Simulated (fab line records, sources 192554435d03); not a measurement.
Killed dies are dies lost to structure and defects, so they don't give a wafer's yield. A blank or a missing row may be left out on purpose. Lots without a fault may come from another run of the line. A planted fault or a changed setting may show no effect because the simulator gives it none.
Which tool did it? | flow n5_finfet | 12 lots, 36 wafers sampled, at 1 step of a route of 1938

WHAT THE GAUGES READ, wafer by wafer
N5_BEOL_M1_OVL_MEAS_29.
lot  | measured     | on         | V0_OVL (nm)
L075 | day 6 18:23  | overlay-01 | 0.2 0.6 0.5
L077 | day 7 02:23  | overlay-02 | 0.5 1.0 0.8
L079 | day 7 16:38  | overlay-01 | 0.4 1.0 0.9
L081 | day 8 00:20  | overlay-02 | 0.7 0.3 0.2
L083 | day 8 12:40  | overlay-02 | 0.3 0.8 -0.3
L085 | day 8 21:41  | overlay-01 | 0.4 0.0 0.0
L087 | day 9 13:28  | overlay-01 | 0.5 1.1 1.1
L090 | day 10 03:25 | overlay-02 | 0.8 1.2 1.0
L091 | day 10 11:53 | overlay-01 | -0.1 0.9 0.9
L093 | day 10 20:09 | overlay-01 | 0.4 -0.7 0.6
L095 | day 11 10:18 | overlay-02 | -0.8 -0.5 0.1
L097 | day 11 20:08 | overlay-01 | -0.4 -0.1 0.5

WHICH TOOL RAN EACH LOT (tool, then ch and the chambers of the sampled wafers, then the start)
The record holds no process step before these readings.

THE ANSWER, worked out from the rows above alone
Rule: what is usual is taken from the lots themselves. Put in order of their means at a reading, lots are off if they are a third of the lots or fewer, leave a main group of 4 or more, and stand apart from it by a gap of 3 or more times the standard deviation of the main group's means; of several such gaps the widest counts. A main group whose means are all the same, to the digits that the tables above print for the reading, isn't used. A lot without any number at a reading at which 4 lots or more have one is off too. The other lots that the step has rows for count as sound.
No lot is off at any reading shown: from this, nothing can be told.

WHAT THE SIMULATOR HAD PUT IN
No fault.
